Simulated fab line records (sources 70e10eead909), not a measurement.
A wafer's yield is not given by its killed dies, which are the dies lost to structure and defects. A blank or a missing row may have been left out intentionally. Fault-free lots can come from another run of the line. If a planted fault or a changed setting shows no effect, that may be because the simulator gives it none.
fab line records ; flow nand-harc
record: lots: 11; wafers: 33; last-day: 33
route steps=1302 shown A_CONTACT@1050 END@1302
lots with no fault: from the same line, run without faults
start-h: the number of hours between the record's first day and the start of the first shown wafer of the lot ; wait-h: hours elapsed since this lot's preceding step ; " the same as in the row above ; L1.1+2: one row covering several wafers at once ; - either no value or no given start ; * or withheld: withheld ; < > ~ a bound
route shown NAME@n: a module of which the file shows steps, and the number in the route of the first ; usual: mean/standard deviation taken from wafers without a fault ; same: alike in all rows ; chamber/n: place in a boat ; sites: readings site by site ; _std_site: how widely they spread, as a standard deviation ; _edge_site: outer sites' mean less inner sites' ; radius-mm: how far each site lies from the wafer's centre ; mask NAME#n: copy n ; behind: the tool/chamber that last shaped the wafer ; hold: why the lot was held/for how many hours/how that ended ; device: transistor that didn't switch, given as n, p or np ; end of line: the tests these same wafers got at the end of their route ; step lacking rows: just its recipe ; killed: at the first sort, the dies lost to defects and structure; wafer yield is something else ; map: a wafer's dies, x killed, . not, _ none there
set.NAME: setting as actually run; set.NAME@STEP: the setting as run at that earlier step ; model.NAME: the simulator's own value behind a step, which no gauge read
the route's steps for a sample of lots (tables are steps, rows are wafers)
services: from which hour (start-h, from the record's first day; less than 0 if before it) a tool's chamber was out of use, for how many hours, and why
== steps ==
step: NHARC_A_CONTACT_ETCH_127
recipe: source-w: withheld; pressure-mtorr: 20; bias-v: 3000; time-s: 197; target-depth-a: 19180; ar-flow-sccm: withheld; c4f8-flow-sccm: withheld; o2-flow-sccm: withheld; chemistry: C4F8/O2/Ar
usual: chamber-pressure-mTorr: 19.999/0.017; oes-air-line-au: 1.001/0.021
lot.wafer;tool;chamber;start-h;wait-h;chamber-pressure-mTorr;oes-air-line-au;rf-hours-counter-h
L937.1;har-cap-etch-01;1;481.12;0.1;19.997;1.012;127
L937.2;har-cap-etch-01;0;481.12;0.1;20.022;1.020;127
L937.4;har-cap-etch-01;0;481.12;0.1;19.983;0.984;-
L939.1;har-cap-etch-03;0;524.00;0.1;19.991;1.028;49
L939.4;har-cap-etch-03;1;524.00;0.1;20.013;0.996;-
L939.5;har-cap-etch-03;1;524.00;0.1;19.994;1.018;-
L941.2;har-cap-etch-03;1;549.78;0.1;19.993;0.998;53
L941.1;har-cap-etch-03;0;549.78;0.1;20.009;0.985;53
L941.6;har-cap-etch-03;1;549.78;0.1;20.021;1.012;-
L943.2;har-cap-etch-02;0;559.79;0.1;20.022;1.045;98
L943.3;har-cap-etch-02;0;559.79;0.1;19.988;1.001;-
L943.5;har-cap-etch-02;0;559.79;0.1;19.998;1.040;-
L944.2;har-cap-etch-01;1;569.63;0.1;20.028;0.987;9
L944.4;har-cap-etch-01;0;569.63;0.1;20.010;1.010;-
L944.3;har-cap-etch-01;1;569.63;0.1;19.994;0.992;-
L945.3;har-cap-etch-03;0;573.06;0.1;19.998;1.006;-
L945.4;har-cap-etch-03;1;573.06;0.1;20.011;0.988;-
L945.5;har-cap-etch-03;1;573.06;0.1;19.998;0.951;-
L946.4;har-cap-etch-02;1;586.57;0.1;20.012;0.968;-
L946.3;har-cap-etch-02;0;586.57;0.1;20.000;1.025;-
L946.6;har-cap-etch-02;0;586.57;0.1;19.980;1.021;-
L951.1;har-cap-etch-01;0;655.61;0.1;-;-;-
L951.4;har-cap-etch-01;0;655.61;0.1;-;-;-
L951.5;har-cap-etch-01;1;655.61;0.1;-;-;-
L953.1;har-cap-etch-02;0;662.93;0.1;-;-;-
L953.4;har-cap-etch-02;0;662.93;0.1;-;-;-
L953.6;har-cap-etch-02;0;662.93;0.1;-;-;-
L959.2;har-cap-etch-03;1;717.71;0.1;19.985;0.959;85
L959.4;har-cap-etch-03;0;717.71;0.1;20.012;1.018;-
L959.6;har-cap-etch-03;0;717.71;0.1;19.969;0.988;-
L960.2;har-cap-etch-01;1;720.55;0.1;20.013;0.975;36
L960.4;har-cap-etch-01;1;720.55;0.1;19.988;1.017;-
L960.6;har-cap-etch-01;1;720.55;0.1;20.017;0.993;-
step: NHARC_A_CONTACT_ETCH_128
recipe: source-w: withheld; pressure-mtorr: 20; bias-v: 3000; time-s: 197; target-depth-a: 19180; ar-flow-sccm: withheld; c4f8-flow-sccm: withheld; o2-flow-sccm: withheld; chemistry: C4F8/O2/Ar
usual: chamber-pressure-mTorr: 20.001/0.02; oes-air-line-au: 0.999/0.02
lot.wafer;tool;chamber;start-h;wait-h;chamber-pressure-mTorr;oes-air-line-au;rf-hours-counter-h
L937.1;har-cap-etch-01;1;481.30;0.1;19.989;0.990;128
L937.2;har-cap-etch-01;0;481.30;0.1;20.017;1.010;128
L937.4;har-cap-etch-01;0;481.30;0.1;19.989;0.984;-
L939.1;har-cap-etch-03;0;524.18;0.1;20.050;0.982;49
L939.4;har-cap-etch-03;1;524.18;0.1;20.020;1.000;-
L939.5;har-cap-etch-03;1;524.18;0.1;19.995;1.023;-
L941.2;har-cap-etch-03;1;549.96;0.1;20.010;1.020;53
L941.1;har-cap-etch-03;0;549.96;0.1;20.038;0.997;53
L941.6;har-cap-etch-03;1;549.96;0.1;20.008;1.013;-
L943.2;har-cap-etch-02;0;559.96;0.1;20.012;1.054;98
L943.3;har-cap-etch-02;0;559.96;0.1;19.987;1.011;-
L943.5;har-cap-etch-02;0;559.96;0.1;19.982;0.985;-
L944.2;har-cap-etch-01;1;569.80;0.1;19.977;1.006;9
L944.4;har-cap-etch-01;0;569.80;0.1;19.979;1.002;-
L944.3;har-cap-etch-01;1;569.80;0.1;19.990;1.000;-
L945.3;har-cap-etch-03;0;573.23;0.1;20.008;1.018;-
L945.4;har-cap-etch-03;1;573.23;0.1;20.019;0.996;-
L945.5;har-cap-etch-03;1;573.23;0.1;19.996;0.969;-
L946.4;har-cap-etch-02;1;586.75;0.1;19.995;1.005;-
L946.3;har-cap-etch-02;0;586.75;0.1;20.006;0.981;-
L946.6;har-cap-etch-02;0;586.75;0.1;19.996;0.999;-
L951.1;har-cap-etch-01;0;655.79;0.1;20.004;1.000;23
L951.4;har-cap-etch-01;0;655.79;0.1;20.022;0.987;-
L951.5;har-cap-etch-01;1;655.79;0.1;20.030;1.039;-
L953.1;har-cap-etch-02;0;663.10;0.1;19.977;0.998;115
L953.4;har-cap-etch-02;0;663.10;0.1;20.043;0.984;-
L953.6;har-cap-etch-02;0;663.10;0.1;19.996;1.003;-
L959.2;har-cap-etch-03;1;717.89;0.1;19.983;0.989;86
L959.4;har-cap-etch-03;0;717.89;0.1;20.014;1.020;-
L959.6;har-cap-etch-03;0;717.89;0.1;20.032;1.009;-
L960.2;har-cap-etch-01;1;720.72;0.1;19.991;0.982;36
L960.4;har-cap-etch-01;1;720.72;0.1;19.980;0.999;-
L960.6;har-cap-etch-01;1;720.72;0.1;19.961;0.974;-
step: NHARC_A_CONTACT_ETCH_130
recipe: source-w: withheld; pressure-mtorr: 20; bias-v: 3000; time-s: 197; target-depth-a: 19180; ar-flow-sccm: withheld; c4f8-flow-sccm: withheld; o2-flow-sccm: withheld; chemistry: C4F8/O2/Ar
usual: chamber-pressure-mTorr: 19.999/0.018; oes-air-line-au: 0.999/0.021
lot.wafer;tool;chamber;start-h;wait-h;chamber-pressure-mTorr;oes-air-line-au;rf-hours-counter-h
L937.1;har-cap-etch-01;1;481.65;0.1;19.962;0.997;128
L937.2;har-cap-etch-01;0;481.65;0.1;19.982;0.991;128
L937.4;har-cap-etch-01;0;481.65;0.1;20.000;1.002;-
L939.1;har-cap-etch-03;0;524.53;0.1;19.997;0.993;49
L939.4;har-cap-etch-03;1;524.53;0.1;19.966;0.993;-
L939.5;har-cap-etch-03;1;524.53;0.1;20.015;1.006;-
L941.2;har-cap-etch-03;1;550.31;0.1;19.980;1.010;53
L941.1;har-cap-etch-03;0;550.31;0.1;19.996;1.023;53
L941.6;har-cap-etch-03;1;550.31;0.1;19.967;1.015;-
L943.2;har-cap-etch-02;0;560.32;0.1;20.013;0.974;98
L943.3;har-cap-etch-02;0;560.32;0.1;20.017;0.980;-
L943.5;har-cap-etch-02;0;560.32;0.1;19.994;0.988;-
L944.2;har-cap-etch-01;1;570.16;0.2;19.966;0.987;9
L944.4;har-cap-etch-01;0;570.16;0.2;19.993;0.993;-
L944.3;har-cap-etch-01;1;570.16;0.2;19.975;0.984;-
L945.3;har-cap-etch-03;0;573.59;0.1;20.004;0.970;-
L945.4;har-cap-etch-03;1;573.59;0.1;20.007;0.990;-
L945.5;har-cap-etch-03;1;573.59;0.1;20.020;1.015;-
L946.4;har-cap-etch-02;1;587.10;0.1;19.970;0.964;-
L946.3;har-cap-etch-02;0;587.10;0.1;19.976;0.958;-
L946.6;har-cap-etch-02;0;587.10;0.1;19.997;0.983;-
L951.1;har-cap-etch-01;0;656.14;0.1;20.004;1.010;23
L951.4;har-cap-etch-01;0;656.14;0.1;20.007;1.007;-
L951.5;har-cap-etch-01;1;656.14;0.1;19.994;0.974;-
L953.1;har-cap-etch-02;0;663.46;0.1;20.009;1.024;115
L953.4;har-cap-etch-02;0;663.46;0.1;20.050;1.015;-
L953.6;har-cap-etch-02;0;663.46;0.1;20.007;1.021;-
L959.2;har-cap-etch-03;1;718.24;0.1;20.016;0.974;86
L959.4;har-cap-etch-03;0;718.24;0.1;20.027;1.031;-
L959.6;har-cap-etch-03;0;718.24;0.1;19.979;1.036;-
L960.2;har-cap-etch-01;1;721.07;0.1;20.019;1.046;36
L960.4;har-cap-etch-01;1;721.07;0.1;19.988;1.006;-
L960.6;har-cap-etch-01;1;721.07;0.1;19.984;1.013;-
step: NHARC_A_CONTACT_ETCH_97
recipe: target-depth-a: 200; over-etch-frac: 0.5; time-s: 10; ion-energy-ev: 250; c4f6-flow-sccm: 25; o2-flow-sccm: 20; ar-flow-sccm: 500; rf-w: 600; bias-w: 500; chemistry: C4F6/O2
usual: bias-w: 500.0/1.5; c4f6-flow-sccm: 25.00/0.077; drypump-motor-current-A: 5.6/0.38; mfc-ar-sccm: 499.8/1.5; o2-flow-sccm: 20.01/0.062; oes-product-au: 0.963/0.024; rf-vpp-V: 546/3.1; showerhead-plenum-p-Torr: 3.88/0.14; throttle-valve-pct: 26.903/0.0094
lot.wafer;tool;chamber;start-h;wait-h;bias-w;c4f6-flow-sccm;drypump-motor-current-A;mfc-ar-sccm;o2-flow-sccm;oes-product-au;rf-hours-counter-h;rf-vpp-V;showerhead-plenum-p-Torr;throttle-valve-pct
L937.1;rie-diel-07;0;-;-;500.2;25.05;5.9;499.7;19.98;1.006;0;543;3.76;26.902
L937.2;rie-diel-07;1;-;-;501.0;24.91;5.4;499.8;20.05;1.004;0;546;3.82;26.901
L937.4;rie-diel-07;3;-;-;500.3;24.93;5.3;500.4;19.93;1.003;0;546;3.90;26.901
L939.4;rie-diel-07;3;-;-;499.0;24.88;5.3;500.5;20.00;0.959;6;546;3.90;26.896
L939.1;rie-diel-07;0;-;-;500.8;25.00;5.9;500.3;19.99;0.956;5;543;3.76;26.894
L939.5;rie-diel-07;1;-;-;498.0;25.04;5.4;499.7;19.93;0.941;-;544;3.82;26.894
L941.2;rie-diel-07;0;-;-;500.3;25.02;5.8;500.5;20.03;0.954;10;543;3.75;26.904
L941.1;rie-diel-07;1;-;-;498.1;25.09;5.4;502.8;19.86;0.953;10;545;3.82;26.906
L941.6;rie-diel-07;3;-;-;499.6;25.05;5.3;501.3;19.97;0.957;-;547;3.90;26.901
L943.2;rie-diel-04;2;-;-;498.4;25.14;5.4;501.1;20.10;0.927;6;547;3.95;26.909
L943.3;rie-diel-04;0;-;-;501.0;25.10;5.4;499.1;20.00;0.928;6;545;3.83;26.917
L943.5;rie-diel-04;2;-;-;500.7;25.01;5.4;500.5;20.02;0.923;-;546;3.95;26.907
L944.4;rie-diel-07;3;-;-;498.5;25.07;5.4;498.3;20.04;0.954;15;547;3.89;26.908
L944.3;rie-diel-07;0;-;-;498.2;24.99;5.9;500.8;20.12;0.955;12;543;3.75;26.902
L944.2;rie-diel-07;1;-;-;499.8;24.92;5.4;497.1;20.10;0.934;12;546;3.81;26.919
L945.4;rie-diel-01;3;-;-;500.7;24.98;6.5;500.0;19.91;0.946;4;542;3.71;26.918
L945.3;rie-diel-01;0;-;-;502.6;24.96;5.8;498.4;19.95;0.956;4;553;4.22;26.910
L945.5;rie-diel-01;2;-;-;498.9;24.98;5.5;501.5;20.04;0.940;-;547;3.97;26.884
L946.3;rie-diel-01;1;-;-;499.1;25.04;5.2;497.6;20.02;1.004;8;542;3.66;26.901
L946.4;rie-diel-01;0;-;-;499.0;24.88;5.8;500.3;20.07;1.003;8;552;4.22;26.901
L946.6;rie-diel-01;2;-;-;499.5;24.97;5.5;501.8;20.12;0.995;-;549;3.97;26.901
L951.1;rie-diel-01;3;657.61;0.1;496.9;25.15;6.6;498.8;19.94;0.963;28;544;3.69;26.914
L951.4;rie-diel-01;3;657.61;0.1;497.0;25.10;6.6;497.6;19.94;0.955;-;542;3.69;26.902
L951.5;rie-diel-01;2;657.61;0.1;499.8;24.97;5.5;500.6;20.05;0.955;-;548;3.95;26.881
L953.4;rie-diel-07;3;-;-;499.8;25.10;5.3;500.2;19.97;1.010;1;546;3.89;26.904
L953.1;rie-diel-07;0;-;-;498.1;25.02;5.8;497.2;20.03;0.998;1;543;3.74;26.901
L953.6;rie-diel-07;2;-;-;500.0;25.09;5.3;501.0;20.05;1.008;-;547;3.92;26.904
L959.2;rie-diel-01;0;719.69;0.2;496.8;25.05;5.8;497.7;19.97;0.960;47;553;4.20;26.904
L959.6;rie-diel-01;1;719.69;0.2;500.6;25.03;5.3;497.6;19.91;0.956;-;541;3.65;26.904
L959.4;rie-diel-01;2;719.69;0.2;501.4;24.98;5.5;497.9;20.03;0.945;-;548;3.94;26.884
L960.2;rie-diel-04;3;-;-;499.5;24.98;6.3;497.0;19.95;0.999;1;553;4.15;26.912
L960.4;rie-diel-04;1;-;-;499.1;24.98;5.8;499.8;20.11;0.982;3;548;3.95;26.901
L960.6;rie-diel-04;3;-;-;500.1;25.07;6.3;497.4;20.04;0.986;-;552;4.15;26.893
step: NHARC_END_SORT_01
recipe: temp-c: 25
usual: killed-at-array: 56/20; killed-at-other: 1/1.3; killed-at-periphery: 3.5/2.7; killed-dies: 60/20; killed-open: 3.3/1.6; killed-short: 2.4/1.5
same: gross-dies: 677
lot.wafer;tool;chamber;start-h;wait-h;killed-at-array;killed-at-other;killed-at-periphery;killed-dies;killed-open;killed-short
L939.1;prober-02;0;580.06;2.5;82;0;3;85;5;2
L939.4;prober-02;0;582.47;3.4;81;0;8;89;2;3
L939.5;prober-02;0;583.27;3.7;59;0;8;67;2;2
L941.1;prober-01;0;610.46;2.5;78;0;5;83;1;3
L941.2;prober-01;0;611.25;2.8;59;2;2;63;2;4
L941.6;prober-01;0;614.44;4.0;63;2;1;66;3;1
L944.2;prober-02;0;625.98;2.7;57;0;5;62;5;1
L944.3;prober-02;0;626.78;3.1;43;2;5;50;4;4
L944.4;prober-02;0;627.58;3.4;57;2;4;63;4;0
L945.3;prober-01;0;633.56;3.1;68;1;0;69;3;4
L945.4;prober-01;0;634.36;3.4;59;6;2;67;2;3
L945.5;prober-01;0;635.16;3.7;48;1;3;52;4;1
L951.1;prober-01;0;711.04;2.5;671;0;6;677;4;4
L951.4;prober-01;0;713.39;3.3;675;0;2;677;2;0
L951.5;prober-01;0;714.17;3.6;671;0;6;677;7;3
L953.1;prober-02;0;721.96;2.5;675;1;1;677;3;1
L953.4;prober-02;0;724.35;3.4;675;0;2;677;4;4
L953.6;prober-02;0;725.94;4.0;675;1;1;677;4;0
killed by level:class
L939.1 A_CHANNEL_HOLE_D2:chamber-film-flake=34 A_SLIT:chamber-film-flake=21 A_SGD_CUT:chamber-film-flake=7 A_CHANNEL_HOLE_D1:chamber-film-flake=5 A_STAIRCASE:chamber-film-flake=5 A_DECK1_JOINT:geometric-particle:open=2 P_GATE:chamber-film-flake=2 A_CONTACT:chamber-film-flake=2
L939.4 A_CHANNEL_HOLE_D2:chamber-film-flake=37 A_SLIT:chamber-film-flake=28 A_SGD_CUT:chamber-film-flake=4 P_GATE:chamber-film-flake=3 A_STAIRCASE:chamber-film-flake=3 A_M0:geometric-particle:open=2 P_STI:chamber-film-flake=2 A_CHANNEL_HOLE_D1:chamber-film-flake=2
L939.5 A_SLIT:chamber-film-flake=29 A_CHANNEL_HOLE_D2:chamber-film-flake=16 A_CHANNEL_HOLE_D1:chamber-film-flake=6 P_STI:chamber-film-flake=4 P_ZERO_WELL:chamber-film-flake=2 P_GATE:chamber-film-flake=2 A_SGD_CUT:chamber-film-flake=2 A_CONTACT:chamber-film-flake=2
L941.1 A_CHANNEL_HOLE_D1:chamber-film-flake=35 A_SLIT:chamber-film-flake=23 A_CHANNEL_HOLE_D2:chamber-film-flake=6 A_CONTACT:chamber-film-flake=5 P_GATE:chamber-film-flake=2 A_ZERO_WELL:chamber-film-flake=2 A_CHANNEL_FILL_D1:chamber-film-flake=2 A_WL_FILL:chamber-film-flake=2
L941.2 A_SLIT:chamber-film-flake=23 A_CHANNEL_HOLE_D1:chamber-film-flake=17 A_CHANNEL_HOLE_D2:chamber-film-flake=5 A_CONTACT:chamber-film-flake=5 A_ONON_D1:geometric-particle:short=3 P_GATE:chamber-film-flake=2 THIN_TSV:chamber-film-flake=2 A_DECK1_JOINT:geometric-particle:short=1
L941.6 A_SLIT:chamber-film-flake=25 A_CHANNEL_HOLE_D1:chamber-film-flake=18 A_CHANNEL_HOLE_D2:chamber-film-flake=10 A_CONTACT:chamber-film-flake=4 THIN_TSV:chamber-film-flake=2 P_CONTACT:geometric-particle:short=1 A_CHANNEL_HOLE_D1:geometric-particle:open=1 A_DECK1_JOINT:geometric-particle:open=1
L944.2 A_CHANNEL_HOLE_D1:chamber-film-flake=30 A_CONTACT:chamber-film-flake=10 A_CHANNEL_HOLE_D2:chamber-film-flake=7 A_CHANNEL_FILL_D2:geometric-particle:open=2 P_CONTACT:chamber-film-flake=2 P_STI:geometric-particle:open=1 P_GATE:geometric-particle:short=1 A_SGD_CUT:geometric-particle:open=1
L944.3 A_CHANNEL_HOLE_D1:chamber-film-flake=15 A_CHANNEL_HOLE_D2:chamber-film-flake=10 A_CONTACT:chamber-film-flake=7 A_STAIRCASE:chamber-film-flake=2 A_WL_FILL:chamber-film-flake=2 THIN_TSV:chamber-film-flake=2 P_CONTACT:geometric-particle:open=1 P_M0:geometric-particle:open=1
L944.4 A_CHANNEL_HOLE_D1:chamber-film-flake=28 A_CONTACT:chamber-film-flake=11 A_CHANNEL_HOLE_D2:chamber-film-flake=10 A_WL_FILL:chamber-film-flake=3 P_STI:chamber-film-flake=2 P_CONTACT:chamber-film-flake=2 A_DECK1_JOINT:geometric-particle:open=1 A_CHANNEL_HOLE_D2:geometric-particle:open=1
L945.3 A_CHANNEL_HOLE_D2:chamber-film-flake=32 A_SLIT:chamber-film-flake=24 A_CONTACT:chamber-film-flake=2 A_SOURCE_PLATE:geometric-particle:open=1 A_CHANNEL_FILL_D1:geometric-particle:short=1 A_ONON_D2:geometric-particle:short=1 A_CHANNEL_HOLE_D2:geometric-particle:short=1 A_SGD_CUT:geometric-particle:open=1
L945.4 A_SLIT:chamber-film-flake=29 A_CHANNEL_HOLE_D2:chamber-film-flake=18 THIN_TSV:chamber-film-flake=5 A_CHANNEL_HOLE_D1:chamber-film-flake=4 A_CHANNEL_FILL_D2:chamber-film-flake=3 A_CHANNEL_FILL_D2:geometric-particle:short=2 P_GATE:geometric-particle:open=1 A_CHANNEL_FILL_D1:geometric-particle:open=1
L945.5 A_SLIT:chamber-film-flake=23 A_CHANNEL_HOLE_D2:chamber-film-flake=13 A_CHANNEL_HOLE_D1:chamber-film-flake=6 P_STI:geometric-particle:short=1 P_CONTACT:geometric-particle:open=1 A_CONTACT:geometric-particle:open=1 A_BLC:geometric-particle:open=1 A_M0:geometric-particle:open=1
L951.1 A_CONTACT:area-etch=584 A_SLIT:chamber-film-flake=39 A_CHANNEL_HOLE_D2:chamber-film-flake=21 A_STAIRCASE:chamber-film-flake=12 A_CHANNEL_HOLE_D1:chamber-film-flake=5 A_CONTACT:chamber-film-flake=4 P_CONTACT:geometric-particle:open=1 P_M0:geometric-particle:short=1
L951.4 A_CONTACT:area-etch=585 A_SLIT:chamber-film-flake=33 A_CHANNEL_HOLE_D2:chamber-film-flake=22 A_CHANNEL_HOLE_D1:chamber-film-flake=12 A_STAIRCASE:chamber-film-flake=9 A_CONTACT:chamber-film-flake=9 A_M1:chamber-film-flake=3 P_M0:geometric-particle:open=1
L951.5 A_CONTACT:area-etch=583 A_SLIT:chamber-film-flake=32 A_CHANNEL_HOLE_D1:chamber-film-flake=19 A_CHANNEL_HOLE_D2:chamber-film-flake=13 A_CONTACT:chamber-film-flake=9 A_STAIRCASE:chamber-film-flake=6 P_STI:chamber-film-flake=3 A_CHANNEL_FILL_D2:geometric-particle:short=2
L953.1 A_CONTACT:area-etch=558 A_CHANNEL_HOLE_D1:chamber-film-flake=39 A_SLIT:chamber-film-flake=32 A_CHANNEL_HOLE_D2:chamber-film-flake=27 A_CONTACT:chamber-film-flake=9 A_WL_FILL:chamber-film-flake=3 A_STAIRCASE:chamber-film-flake=2 A_SGD_CUT:geometric-particle:open=1
L953.4 A_CONTACT:area-etch=570 A_SLIT:chamber-film-flake=34 A_CHANNEL_HOLE_D1:chamber-film-flake=28 A_CHANNEL_HOLE_D2:chamber-film-flake=24 A_WL_FILL:chamber-film-flake=5 A_DECK1_JOINT:chamber-film-flake=3 P_GATE:chamber-film-flake=2 A_CONTACT:chamber-film-flake=2
L953.6 A_CONTACT:area-etch=601 A_SLIT:chamber-film-flake=34 A_CHANNEL_HOLE_D1:chamber-film-flake=16 A_CHANNEL_HOLE_D2:chamber-film-flake=13 A_CONTACT:chamber-film-flake=5 A_STAIRCASE:chamber-film-flake=2 P_CONTACT:geometric-particle:open=1 A_ONON_D1:geometric-particle:open=1
== services ==
tool;chamber;start-h;hours;kind
rie-diel-04;0;460.20;10.4;repair
rie-diel-07;-;471.29;9.0;pm
rie-diel-07;0;471.29;9.0;vent-cycle
rie-diel-07;1;471.29;9.0;vent-cycle
rie-diel-07;2;471.29;9.0;vent-cycle
har-cap-etch-01;-;497.00;17.0;pm
har-cap-etch-01;0;497.00;17.0;vent-cycle
har-cap-etch-01;1;497.00;17.0;vent-cycle
har-cap-etch-01;0;514.00;-;clean
har-cap-etch-01;1;514.00;-;clean
har-cap-etch-03;-;514.70;3.3;repair
rie-diel-04;-;532.73;9.0;pm
rie-diel-01;-;558.05;9.0;pm
rie-diel-04;2;567.01;34.5;repair
rie-diel-04;3;630.97;5.3;repair
rie-diel-07;3;631.26;12.1;repair
rie-diel-07;-;648.29;9.0;pm
rie-diel-01;0;649.19;9.2;repair
rie-diel-01;2;669.02;1.4;repair
rie-diel-01;3;684.43;65.4;repair
rie-diel-01;1;694.54;20.5;repair
rie-diel-04;-;710.34;9.0;pm
rie-diel-07;1;721.77;1.5;repair
rie-diel-07;1;723.40;6.3;repair
== key ==
first-sign: step: NHARC_A_CONTACT_ETCH_127; reading: tool-record; direction: missing
effect: step: NHARC_END_SORT_01; reading: killed-at-array; direction: up; sigmas: 31; usual: 56; struck: 674
more-kills-born-at: NHARC_A_CONTACT_ETCH_127@har-cap-etch-01: 1752; NHARC_A_CONTACT_ETCH_127@har-cap-etch-02: 1729
met-at NHARC_A_CONTACT_ETCH_127
struck-lots L951,L953
later-rows-left-out L951.1,L951.4,L951.5,L953.1,L953.4,L953.6
tester-left-out L951,L953
not-acting-at NHARC_A_CONTACT_ETCH_128,NHARC_A_CONTACT_ETCH_130,NHARC_A_CONTACT_ETCH_97
onset-between 586.57 655.61
fault: kind: skipped-step-whole; tool: har-cap-etch-01,har-cap-etch-02; chamber: -; onset-h: 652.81; steps: NHARC_A_CONTACT_ETCH_127; scope: struck-lots-only
tester-left-out: of these lots the tester's yield and bins aren't shown, on N5 and GAA mostly nor the transistor test; their killed dies are dies lost to structure and defects alone, not to doping, threshold or leakage, so they don't give the yield
later-rows-left-out: the simulator's readings of these wafers behind a module that went badly wrong aren't trusted and aren't shown, but for the sort
